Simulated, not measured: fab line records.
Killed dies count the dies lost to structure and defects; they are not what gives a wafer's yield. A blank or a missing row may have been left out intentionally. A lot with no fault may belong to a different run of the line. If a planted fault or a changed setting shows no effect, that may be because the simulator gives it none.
Chamber matching -- flow n5 finfet -- N5_BEOL_M4_ETCH_69 on rie diel-06: 4 sister chambers
The step etches SiARC in CF4, target depth 15.6 nm, time 26 s. 4 wafers are shown with their chamber, then 8 later ones without.

== WAFERS PAIRED WITH THEIR CHAMBERS ==
wafer,chamber,showerhead plenum p Torr (Torr)
L074.5,1,2.11
L086.4,2,2.04
L086.5,3,2.20
L087.1,0,2.26

== WAFERS WITH NO CHAMBER GIVEN ==
wafer,showerhead plenum p Torr (Torr)
L087.4,2.04
L087.5,2.04
L091.2,2.20
L091.5,2.04
L091.6,2.20
L097.2,2.25
L097.3,2.29
L097.5,2.29

== WHICH CHAMBER EACH ONE RAN IN ==
wafer,from the rows above,in truth
L087.4,2,2
L087.5,2,2
L091.2,3,3
L091.5,2,2
L091.6,3,3
L097.2,0,0
L097.3,0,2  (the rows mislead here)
L097.5,0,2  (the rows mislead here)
Placed correctly: 6 of 8. Not placeable from these rows: 0. Number placed wrongly: 2.
How it was worked out, from the rows above alone: a wafer's distance from a chamber is the root of the sum, over the readings, of the square of ((its reading less the chamber's mean) divided by the reading's scatter). If the next closest chamber is less than 2 further off than the closest, the wafer can't be placed; otherwise it belongs to the closest. The mean given for a chamber averages the wafers shown for that chamber. The scatter: with one shown wafer a chamber, the root of the mean of the squares of how far each hidden wafer lies from its nearest shown one.
